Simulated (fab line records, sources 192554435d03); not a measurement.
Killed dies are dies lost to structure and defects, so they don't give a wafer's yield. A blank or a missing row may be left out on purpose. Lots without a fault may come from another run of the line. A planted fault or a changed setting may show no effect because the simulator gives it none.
Problem report in the 8D (eight disciplines) form, filled by code | flow n5_finfet | the parts of the form that need people (team, actions taken, sign-off) are left out

1. THE PROBLEM
h2_flow_sccm at N5_BEOL_M12_STRIP_63 reads a mean of 2926 sccm on 6 wafers of 2 lots; wafers without a fault read 3251 sccm with a standard deviation of 10. That is -33 standard deviations from the usual mean.
The step: strips in N2/H2.
First seen on wafer L852.2, day 14 13:59, on plasma_asher-01. The record holds 31 wafers of 12 lots with a number at this step. Rule for "out", or "out of limits": more than 4 standard deviations from the usual mean. The other wafers with a number count as sound.

2. WHAT IT IS AND WHAT IT IS NOT
question                    | is                     | is not
which readings at this step | h2_flow_sccm           | drypump_motor_current_A, heater_power_w, oes_product_au, strip_time_to_endpoint_s
which lots                  | L852, L854             | L840, L841, L842, L844, L845, L847, L859, L860, L862, L863
which wafers of those lots  | all that have a number | -
read on which tools         | plasma_asher-01        | plasma_asher-02
when                        | from day 14 13:59      | up to then (16 sound wafers); but 9 sound wafers of L859, L860, L862, L863 came after

3. SUSPECTS, AND WHAT RULES EACH OUT
Counting: a tool at a process step up to the reading stays a suspect if it ran every lot that is out and no sound lot after the first of them.
- plasma_asher-01 at N5_BEOL_M12_STRIP_63 (strips in N2/H2): kept. It ran every lot that is out, first L852 (day 14 13:59), and no sound lot after that; its last sound lot up to then is L847 (day 12 12:43). Its own readings are out on those wafers: h2_flow_sccm.
Left after counting: plasma_asher-01 at N5_BEOL_M12_STRIP_63.

4. THE CAUSE (what the simulator had put in)
Process parameter drift: plasma_asher-01, from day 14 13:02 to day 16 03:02, at N5_BEOL_M12_STRIP_63. Setting h2_flow_sccm, moved by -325, from 3250. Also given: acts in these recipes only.
Counting left only this tool.

5. THE CHAIN OF EFFECTS, in route order
Each row: a reading whose mean over the struck wafers that have a number lies more than 3 standard deviations from the usual. Only readings for which the record gives a usual standard deviation are gone through. hours: the time from each lot's start at the first step in this table that gives one to its start at this step, as a median over the lots. sigmas: the change in usual standard deviations.
hours | step                 | reading      | usual     | on struck wafers | change | sigmas
0     | N5_BEOL_M12_STRIP_63 | h2_flow_sccm | 3251 sccm | 2926             | -326   | -33
The process steps in it:
- N5_BEOL_M12_STRIP_63: strips in N2/H2.

6. WHAT WOULD HAVE CAUGHT IT SOONER
In this record the first reading out of limits was taken at day 14 13:59, 1 hour after the fault began at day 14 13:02.
